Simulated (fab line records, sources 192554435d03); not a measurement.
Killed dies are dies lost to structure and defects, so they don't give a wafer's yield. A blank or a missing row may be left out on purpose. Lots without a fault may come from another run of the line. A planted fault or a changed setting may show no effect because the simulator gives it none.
A struck lot beside a sound one | flow n5_finfet | 17 steps out of a route of 1938
Sound: wafers L969.2, L969.3, L969.4. Struck: wafers L972.1, L972.4, L972.6. The cause comes at the end.
At each step with rows: each side's tool, then ch and its chambers, then its first start. Under that, the readings that differ: sound wafers | struck wafers | difference of the means | sigmas: that difference in standard deviations of wafers without a fault.
alike: readings whose means differ by less than 2 such deviations, and words and numbers that are the same on both sides. not compared: withheld readings, readings that some wafer has no value for, bounds like >300 that may hide the same value, and numbers for which the record gives no deviation and whose values overlap.
The two part at a step that has a row with sigmas, a row that says differs or no value, or rows on one side only. Numbers that don't overlap but have no deviation are shown without sigmas and don't part them. A reading that every wafer of one side lacks parts them only if that side has two wafers or more.

first, 12 steps without rows for these wafers: N5_MOL_CONTACT_COAG_ETCH_65 (etches underlayer in N2/H2, target depth 13 nm, time 10.4 s); N5_MOL_CONTACT_COAG_ETCH_66 (etches SiARC in CF4, target depth 13 nm, time 21.7 s); N5_MOL_CONTACT_COAG_ALD_133 (deposits SiO2, target thk 5 nm, pulse time 1 s, co reactant pulse time 1 s); N5_MOL_CONTACT_COAG_ETCHBACK_134 (etches SiO2 in CHF3, target depth 10 nm, time 6.7 s); N5_MOL_CONTACT_COAG_ETCH_67 (etches SOC in N2/H2, target depth 60 nm, overetch 21 nm, time 101.2 s); N5_MOL_CONTACT_COAG_STRIP_68 (strips in N2/H2); N5_MOL_CONTACT_COAG_STRIP_69 (strips in N2/H2); N5_MOL_CONTACT_COAG_ETCHBACK_136 (etches SiO2 in CHF3, target depth 25 nm, time 16.7 s); N5_MOL_CONTACT_COAG_STRIP_120 (strips in CHF3); N5_MOL_CONTACT_COAG_VIA_ETCH_117 (etches SiO2 in C4F6/O2, target depth 40 nm, overetch 8 nm, time 26 s); N5_MOL_CONTACT_COAG_ETCH_124 (etches SiNx in CH3F/O2, stops on SiOC, target depth 6.5 nm); N5_MOL_CONTACT_COAG_ETCH_48 (etches SiOC in C4F6/O2, target depth 15 nm, overetch 4.5 nm, time 17 s).
N5_MOL_CONTACT_COAG_STRIP_72: strips in N2/H2.
  sound on rie_diel-06 ch 0,2,3, day 7 15:07; struck on rie_diel-04 ch 2,3, day 8 13:03
  no value came back on the struck wafers for any of 8 readings (bias_power_w (W), chamber_pressure_mTorr (mTorr) and others); on the sound wafers bias_power_w (W) reads 6.980 6.994 7.034
  reading                                            | sound | struck         | difference | sigmas
  model.SOC_of_MOL_CONTACT_COAG_COAT_62.thk_nm (nm)  | 0 0 0 | 45.6 45.8 45.6 | +45.7      |
  model.SiO2_of_MOL_CONTACT_COAG_ALD_133.thk_nm (nm) | 0 0 0 | 5 5 5          | +5         |
N5_MOL_CONTACT_COAG_STRIP_49: strips in N2/H2, time 30 s.
  sound on plasma_asher-02 ch 0,1, day 7 15:11; struck on plasma_asher-02 ch 1, day 8 13:08
  reading                                           | sound | struck         | difference | sigmas
  model.SOC_of_MOL_CONTACT_COAG_COAT_62.thk_nm (nm) | 0 0 0 | 33.4 33.6 33.4 | +33.5      |
  alike: drypump_motor_current_A, h2_flow_sccm, heater_power_w
  not compared: rf_hours_counter_h
then, 1 step without rows for these wafers: N5_MOL_CONTACT_COAG_PRECLEAN_138 (cleans in alkaline clean, time 60 s).
N5_BEOL_M4_RC_MEAS_101:
  the record has rows for the sound wafers here (prober-02 ch 0, day 10 02:45) and none for the struck ones
-- the record jumps here: 8 days lie between the struck wafers' starts before and after (it left off in module BEOL_M4 and takes up again in module PASSIVATION, whose first step shown is number 1936 of the route) --
N5_PASSIVATION_PROBE_49:
  sound on prober-02, day 14 09:43; struck on prober-01, day 16 09:57
  reading                  | sound | struck         | difference | sigmas
  defect_limited_yield (%) | 91.8  | 0 0 0          | -92        | -57
  killed_at_contacts       | 8     | 1096 1110 1095 | +1092      | +99 or more
  killed_dies              | 97    | 1180 1180 1180 | +1083      | +57
  killed_on_rim            | 9     | 152 152 152    | +143       | +33
  sort_bin_5_function (%)  | 5.4   | 95.7 97.1 97.3 | +91.3      | +83
  sort_n_pass              | 1083  | 0 0 0          | -1083      | -57
  sort_yield_pct (%)       | 91.8  | 0 0 0          | -92        | -57
  alike: killed_at_M0_to_M3, killed_at_M4_up, killed_at_front_end, killed_at_other, killed_open, killed_short, sort_bin_6_memory

WHERE THEY PART
First at N5_MOL_CONTACT_COAG_STRIP_72; last, within this record, at N5_PASSIVATION_PROBE_49.

WHY: what the simulator had put in
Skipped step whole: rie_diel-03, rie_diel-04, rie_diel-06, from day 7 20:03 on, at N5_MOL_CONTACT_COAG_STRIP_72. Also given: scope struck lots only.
